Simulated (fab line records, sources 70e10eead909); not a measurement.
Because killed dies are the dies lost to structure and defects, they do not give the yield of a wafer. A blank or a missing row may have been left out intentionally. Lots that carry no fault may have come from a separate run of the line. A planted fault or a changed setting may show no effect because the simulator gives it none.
fab line records	flow nand-harc
record: lots: 12	wafers: 36	last-day: 32
route steps=1302 shown A_CHANNEL_HOLE_D2@588 A_CHANNEL_FILL_D2@615 END@1302
lots that met no fault: taken from a fault-free run of the same line
start-h: hours from the record's opening day to when the first of the lot's shown wafers began	wait-h: how many hours have passed since the lot's step before this one	" unchanged from the row above	L1.1+2: one row covering several wafers at once	- no value, or no start was given	* or withheld: withheld	< > ~ a bound
route shown NAME@n: names a module that has steps shown in the file, with the first one's number in the route	usual: mean and standard deviation over wafers with no fault	same: alike in all rows	chamber/n: place in a boat	sites: each site's reading	_std_site: the standard deviation of these	_edge_site: the outer-site mean with the inner-site mean subtracted	radius-mm: for every site, how far away it sits from the centre of the wafer	mask NAME#n: copy n	behind: the tool/chamber that last shaped the wafer	hold: why the lot went on hold/how many hours it stayed there/how the hold came to an end	device: the transistor (n, p or np) that didn't switch	end of line: the same wafers' tests at the end of the route	a step without rows: its recipe alone	killed: count of dies lost to structure and defects at first sort (not the wafer's yield)	map: the dies of a wafer, with x for killed, . for not killed, _ for no die there
set.NAME: the setting the step ran with; set.NAME@STEP: the setting that earlier step ran with	model.NAME: the simulator's own value behind a step, which no gauge read
a sample of lots followed through the steps of the route, with each step as a table and each wafer as a row
services: when a tool's chamber went out of use (start-h, in hours from the record's first day, below 0 if earlier), for how many hours, and the reason
== steps ==
step: NHARC_A_CHANNEL_HOLE_D2_ETCH_34
recipe: target-depth-a: 1540	time-s: 77	cf4-flow-sccm: 100	chf3-flow-sccm: 30	ar-flow-sccm: 0	rf-w: 500	bias-w: 200	chemistry: CF4/CHF3
usual: chamber-pressure-mTorr: 24.998/0.022	chf3-flow-sccm: 30.00/0.084	drypump-motor-current-A: 5.9/0.42	oes-product-au: 0.959/0.018	rf-fwd-power-W: 495.3/1.8	rf-vpp-V: 371.1/2.1	showerhead-plenum-p-Torr: 1.59/0.057	throttle-valve-pct: 16.803/0.0084
lot.wafer	tool	chamber	start-h	wait-h	chamber-pressure-mTorr	chf3-flow-sccm	drypump-motor-current-A	oes-product-au	rf-fwd-power-W	rf-hours-counter-h	rf-vpp-V	showerhead-plenum-p-Torr	throttle-valve-pct
L284.3	rie-diel-04	3	-	-	24.968	30.07	5.3	0.952	496.0	7.0	372.7	1.59	16.799
L284.6	"	0	"	"	25.017	30.08	5.8	0.953	492.4	-	370.7	1.58	16.800
L284.5	"	1	"	"	25.004	30.02	6.2	0.939	494.1	-	369.1	1.53	16.802
L286.4	rie-diel-11	1	-	-	25.019	30.09	5.9	0.971	499.7	5.2	373.4	1.63	16.790
L286.2	"	0	"	"	24.995	29.94	6.8	0.983	496.8	4.6	374.0	1.63	16.807
L286.5	"	2	"	"	25.003	30.02	5.9	0.974	492.0	-	372.8	1.68	16.810
L285.3	rie-diel-04	2	-	-	24.984	30.04	5.8	0.973	497.0	9.4	368.3	1.48	16.797
L285.4	"	0	"	"	24.970	29.87	5.8	0.971	493.5	8.3	373.3	1.58	16.784
L285.5	"	2	"	"	25.020	30.00	5.8	0.979	499.0	-	366.6	1.48	16.794
L287.3	rie-diel-02	0	-	-	25.003	30.13	5.5	0.968	496.9	7.2	373.1	1.66	16.810
L287.2	"	1	"	"	24.989	29.97	6.4	0.985	494.1	5.8	369.1	1.56	16.816
L287.1	"	2	"	"	24.990	30.04	5.4	0.951	495.6	4.8	372.9	1.62	16.809
L288.1	rie-diel-11	0	-	-	24.945	29.92	6.8	0.937	496.5	6.5	372.3	1.63	16.806
L288.3	"	2	"	"	25.015	29.94	5.9	0.939	494.0	6.1	375.0	1.68	16.809
L288.5	"	0	"	"	25.015	29.98	6.8	0.930	496.1	-	373.2	1.63	16.801
L291.4	rie-diel-11	2	-	-	24.979	29.99	5.9	0.975	494.7	7.4	372.8	1.68	16.797
L291.2	"	3	"	"	25.003	30.02	5.8	0.948	494.1	7.4	369.7	1.58	16.801
L291.6	"	1	"	"	24.994	30.00	5.9	0.989	498.0	-	372.4	1.63	16.814
L290.3	rie-diel-04	0	-	-	24.990	30.00	5.8	0.947	492.6	2.0	370.4	1.58	16.799
L290.4	"	1	"	"	24.984	29.94	6.2	0.935	495.6	1.4	369.1	1.53	16.785
L290.6	"	1	"	"	25.003	29.94	6.2	0.945	496.1	-	369.8	1.53	16.794
L294.3	rie-diel-04	1	-	-	24.976	29.95	6.2	0.945	494.4	4.4	368.5	1.53	16.806
L294.6	"	0	"	"	24.972	29.93	5.8	0.990	494.4	-	370.3	1.57	16.801
L294.5	"	1	"	"	24.946	30.04	6.2	0.944	492.8	-	369.1	1.53	16.783
L296.3	rie-diel-02	1	-	-	25.020	30.06	6.4	0.958	492.9	2.2	370.6	1.56	16.788
L296.1	"	3	"	"	25.028	29.90	5.2	0.961	493.6	2.2	371.8	1.64	16.790
L296.5	"	1	"	"	25.023	29.92	6.3	0.965	494.0	-	370.4	1.55	16.796
L299.1	rie-diel-11	2	-	-	24.990	29.86	5.9	0.956	493.5	2.6	372.8	1.68	16.799
L299.3	"	0	"	"	24.992	29.83	6.8	0.978	495.0	2.6	372.7	1.63	16.809
L299.5	"	3	"	"	24.966	30.10	5.8	0.964	494.7	-	372.3	1.58	16.806
L300.4	rie-diel-02	0	-	-	25.024	29.99	5.5	0.963	494.0	4.4	372.9	1.66	16.810
L300.6	"	1	"	"	24.941	30.10	6.4	0.967	495.5	-	370.0	1.55	16.797
L300.5	"	2	"	"	24.983	30.07	5.5	0.967	497.6	-	371.9	1.62	16.787
L301.2	rie-diel-04	2	-	-	24.979	30.04	5.7	0.987	495.6	7.9	365.6	1.48	16.809
L301.3	"	0	"	"	25.011	29.88	5.8	0.965	496.6	9.4	371.1	1.57	16.814
L301.1	"	1	"	"	24.990	30.07	6.2	0.966	492.8	8.4	369.2	1.53	16.808
step: NHARC_A_CHANNEL_HOLE_D2_XSEM_32
recipe: landing-energy-ev: 35000
usual: bot-cd-nm: 74.2/1.6	bow-nm: 8.7/0.32	tilt-deg: 0.07/0.035
lot.wafer	tool	chamber	start-h	wait-h	bot-cd-nm	bow-nm	tilt-deg
L284.3	xsem-01	0	332.34	0.1	72.7	8.3	0.08
L284.5	"	0	"	"	73.3	8.3	0.08
L284.6	"	0	"	"	73.4	8.3	0.08
L286.2	xsem-02	0	342.94	0.1	75.0	9.0	0.07
L286.4	"	0	"	"	76.4	9.0	0.07
L286.5	"	0	"	"	74.4	9.1	0.07
L285.3	xsem-01	0	344.58	0.1	74.9	9.0	0.07
L285.4	"	0	"	"	73.3	9.1	0.07
L285.5	"	0	"	"	74.6	9.0	0.07
L287.1	xsem-01	0	348.61	0.1	74.9	8.8	0.11
L287.2	"	0	"	"	75.4	8.9	0.11
L287.3	"	0	"	"	75.8	8.9	0.11
L288.1	xsem-02	0	370.37	0.1	69.9	9.2	0.06
L288.3	"	0	"	"	72.8	9.3	0.06
L288.5	"	0	"	"	71.4	9.2	0.06
L291.2	xsem-02	0	402.78	0.1	73.2	8.4	0.00
L291.4	"	0	"	"	71.5	8.4	0.00
L291.6	"	0	"	"	71.7	8.3	0.00
L290.3	xsem-01	0	403.09	0.1	76.6	8.7	0.07
L290.4	"	0	"	"	74.1	8.7	0.07
L290.6	"	0	"	"	74.3	8.7	0.07
L294.3	xsem-01	0	430.37	0.1	75.2	8.7	0.02
L294.5	"	0	"	"	74.7	8.7	0.02
L294.6	"	0	"	"	74.7	8.7	0.03
L296.1	xsem-02	0	446.87	0.1	73.4	8.7	0.06
L296.3	"	0	"	"	75.8	8.7	0.07
L296.5	"	0	"	"	74.1	8.7	0.07
L299.1	xsem-01	0	483.27	0.1	73.9	8.8	0.09
L299.3	"	0	"	"	71.8	8.9	0.09
L299.5	"	0	"	"	73.8	8.8	0.09
L300.4	xsem-01	0	488.16	0.1	75.6	9.0	0.10
L300.5	"	0	"	"	74.4	9.1	0.10
L300.6	"	0	"	"	77.0	9.0	0.10
L301.1	xsem-02	0	490.31	0.1	73.7	9.0	0.05
L301.2	"	0	"	"	70.7	9.0	0.05
L301.3	"	0	"	"	73.4	8.9	0.05
step: NHARC_A_CHANNEL_FILL_D2_ALD_15
recipe: target-thk-a: 20	pulse-time-s: 60	ald-cycles: 19	temp-c: 630	pressure-torr: 2	material: SiNx
usual: ald-cycles: 19/0	precursor-pulse-height-rel: 1.001/0.02
lot.wafer	tool	chamber	start-h	wait-h	ald-cycles	precursor-pulse-height-rel
L284.3	ald-sin-batch-03	0	342.77	-	19	1.001
L284.5	"	0	"	"	19	1.009
L284.6	"	0	"	"	19	1.006
L285.3	ald-sin-batch-01	0	354.92	-	19	1.049
L285.4	"	0	"	"	19	1.028
L285.5	"	0	"	"	19	0.979
L286.2	ald-sin-batch-01	0	354.92	-	19	0.993
L286.4	"	0	"	"	19	1.027
L286.5	"	0	"	"	19	0.996
L287.1	ald-sin-batch-01	0	359.17	-	19	1.021
L287.2	"	0	"	"	19	0.992
L287.3	"	0	"	"	19	1.033
L288.1	ald-sin-batch-02	0	380.76	-	19	1.006
L288.3	"	0	"	"	19	0.979
L288.5	"	0	"	"	19	1.017
L290.3	ald-sin-batch-02	0	414.07	-	19	1.001
L290.4	"	0	"	"	19	0.995
L290.6	"	0	"	"	19	1.003
L291.2	ald-sin-batch-02	0	414.07	-	19	1.024
L291.4	"	0	"	"	19	0.971
L291.6	"	0	"	"	19	1.005
L294.3	ald-sin-batch-01	0	440.75	-	19	0.988
L294.5	"	0	"	"	19	1.013
L294.6	"	0	"	"	19	1.046
L296.1	ald-sin-batch-02	0	457.12	-	19	0.978
L296.3	"	0	"	"	19	1.022
L296.5	"	0	"	"	19	1.015
L299.1	ald-sin-batch-02	0	493.88	-	25	1.037
L299.3	"	0	"	"	25	0.992
L299.5	"	0	"	"	25	1.018
L300.4	ald-sin-batch-02	0	498.65	-	25	0.991
L300.5	"	0	"	"	25	0.986
L300.6	"	0	"	"	25	1.037
L301.1	ald-sin-batch-02	0	498.65	-	25	1.037
L301.2	"	0	"	"	25	1.015
L301.3	"	0	"	"	25	0.972
step: NHARC_A_CHANNEL_FILL_D2_ETCHBACK_20
recipe: target-depth-a: 270	time-s: 13.5	c4f8-flow-sccm: withheld	o2-flow-sccm: 8	ar-flow-sccm: withheld	rf-w: 600	bias-w: 1500	chemistry: C4F8/O2/Ar
usual: chamber-pressure-mTorr: 25.001/0.023	oes-product-au: 0.995/0.021	rf-fwd-power-W: 588/3.1	rf-vpp-V: 976/5.7
lot.wafer	tool	chamber	start-h	wait-h	chamber-pressure-mTorr	oes-product-au	rf-fwd-power-W	rf-hours-counter-h	rf-vpp-V
L284.3	rie-diel-10	2	356.33	-	24.987	1.016	587	19	968
L284.5	"	1	"	"	24.981	0.996	586	-	984
L284.6	"	2	"	"	25.010	1.006	586	-	971
L286.2	rie-diel-10	3	369.15	-	25.032	1.006	586	20	971
L286.4	"	0	"	"	24.989	0.997	585	23	970
L286.5	"	3	"	"	25.020	1.014	584	-	974
L285.3	rie-diel-12	2	369.16	-	24.992	0.997	587	2	973
L285.4	"	0	"	"	24.985	0.998	590	2	979
L285.5	"	3	"	"	25.019	1.001	589	-	973
L287.2	rie-diel-10	0	373.18	-	24.998	0.997	585	23	971
L287.3	"	2	"	"	24.996	1.014	587	22	969
L287.1	"	3	"	"	24.991	1.014	587	20	972
L288.1	rie-diel-12	3	396.57	-	25.011	0.999	588	3	972
L288.3	"	0	"	"	25.036	0.991	591	3	980
L288.5	"	2	"	"	24.996	1.000	590	-	974
L291.4	rie-diel-12	0	427.69	-	24.999	0.974	588	4	979
L291.2	"	1	"	"	24.968	0.986	592	4	984
L291.6	"	1	"	"	25.015	0.971	594	-	983
L290.3	rie-diel-05	2	427.70	-	25.003	1.008	583	0	974
L290.4	"	3	"	"	24.995	1.003	587	0	967
L290.6	"	2	"	"	25.048	1.008	585	-	972
L294.3	rie-diel-12	3	455.47	-	24.999	1.007	592	0	974
L294.6	"	3	"	"	24.986	1.022	591	-	974
L294.5	"	1	"	"	25.009	0.995	591	-	984
L296.1	rie-diel-10	2	471.09	-	25.033	1.013	590	8	969
L296.3	"	3	"	"	25.036	1.031	587	9	971
L296.5	"	2	"	"	24.968	1.010	586	-	969
L299.3	rie-diel-12	0	508.12	-	24.992	0.936	591	2	980
L299.1	"	3	"	"	25.005	0.959	593	2	974
L299.5	"	0	"	"	25.027	0.939	591	-	979
L300.4	rie-diel-05	2	512.09	-	24.954	0.995	589	3	974
L300.6	"	2	"	"	24.976	1.004	585	-	973
L300.5	"	3	"	"	24.987	1.002	588	-	968
L301.2	rie-diel-12	1	512.10	-	24.984	0.982	594	2	983
L301.1	"	2	"	"	24.996	0.967	591	2	973
L301.3	"	3	"	"	24.977	0.975	592	2	974
step: NHARC_END_SORT_01
recipe: temp-c: 25
usual: killed-at-array: 54/21	killed-at-other: 1.0/1.2	killed-at-periphery: 3.6/2.6	killed-dies: 58/20	killed-open: 3.3/1.9	killed-short: 2.6/1.5
same: gross-dies: 677
lot.wafer	tool	chamber	start-h	wait-h	killed-at-array	killed-at-other	killed-at-periphery	killed-dies	killed-open	killed-short
L290.3	prober-01	0	677.60	3.1	81	2	3	86	3	2
L290.4	prober-01	0	678.39	3.4	81	1	4	86	7	1
L290.6	prober-01	0	679.97	4.0	64	1	5	70	5	2
killed by level:class
L290.3 A_SLIT:chamber-film-flake=32 A_CHANNEL_HOLE_D1:chamber-film-flake=28 A_CHANNEL_HOLE_D2:chamber-film-flake=12 A_BLC:geometric-particle:open=2 P_ZERO_WELL:chamber-film-flake=2 A_STAIRCASE:chamber-film-flake=2 HYBRID_BOND:chamber-film-flake=2 P_STI:geometric-particle:short=1
L290.4 A_CHANNEL_HOLE_D1:chamber-film-flake=33 A_SLIT:chamber-film-flake=18 A_CHANNEL_HOLE_D2:chamber-film-flake=15 A_CONTACT:chamber-film-flake=4 A_DECK1_JOINT:chamber-film-flake=3 A_M1:geometric-particle:open=2 A_M1:chamber-film-flake=2 P_STI:geometric-particle:open=1
L290.6 A_CHANNEL_HOLE_D1:chamber-film-flake=28 A_SLIT:chamber-film-flake=15 A_CHANNEL_HOLE_D2:chamber-film-flake=6 P_ZERO_WELL:chamber-film-flake=3 A_DECK1_JOINT:chamber-film-flake=3 A_M1:chamber-film-flake=3 P_CONTACT:geometric-particle:open=2 A_STAIRCASE:chamber-film-flake=2
== services ==
tool	chamber	start-h	hours	kind
rie-diel-04	3	323.75	3.1	repair
ald-sin-batch-01	-	328.11	25.4	repair
rie-diel-04	1	340.13	6.8	repair
ald-sin-batch-02	-	344.65	5.1	repair
rie-diel-04	-	354.97	9.0	pm
rie-diel-11	0	365.98	6.8	repair
xsem-01	-	376.10	14.0	pm
rie-diel-11	-	380.82	1.1	repair
rie-diel-04	3	384.00	6.2	repair
rie-diel-10	3	385.13	7.2	repair
rie-diel-04	-	387.22	0.5	repair
rie-diel-12	1	395.11	6.4	repair
rie-diel-11	-	410.55	0.9	repair
rie-diel-10	-	419.96	9.0	pm
rie-diel-11	0	422.80	4.3	repair
rie-diel-11	-	432.50	9.0	pm
rie-diel-04	3	441.13	3.1	repair
rie-diel-12	-	445.40	9.0	pm
rie-diel-11	1	449.44	4.9	repair
rie-diel-04	1	457.37	7.6	repair
rie-diel-11	1	463.06	9.3	repair
rie-diel-12	0	468.96	2.5	repair
rie-diel-11	0	480.55	16.4	repair
ald-sin-batch-01	-	506.00	26.0	pm
== key ==
first-sign: step: NHARC_A_CHANNEL_FILL_D2_ALD_15	reading: ald-cycles	direction: up	sigmas: 99+	usual: 19	struck: 25
effect none on later readings
met-at NHARC_A_CHANNEL_FILL_D2_ALD_15
struck-lots L299,L300,L301
tester-left-out L299,L300,L301
not-acting-at NHARC_A_CHANNEL_HOLE_D2_ETCH_34,NHARC_A_CHANNEL_HOLE_D2_XSEM_32,NHARC_A_CHANNEL_FILL_D2_ETCHBACK_20
onset-between 457.12 493.88
fault: kind: process-parameter-drift	tool: ald-sin-batch-02	chamber: -	onset-h: 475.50	steps: NHARC_A_CHANNEL_FILL_D2_ALD_15	channel: ald-cycles	offset: 6	shape: step	end-h: 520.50	acts-in: these-recipes-only	stated: 19
tester-left-out: of these lots the tester's yield and bins aren't shown, on N5 and GAA mostly nor the transistor test; their killed dies are dies lost to structure and defects alone, not to doping, threshold or leakage, so they don't give the yield
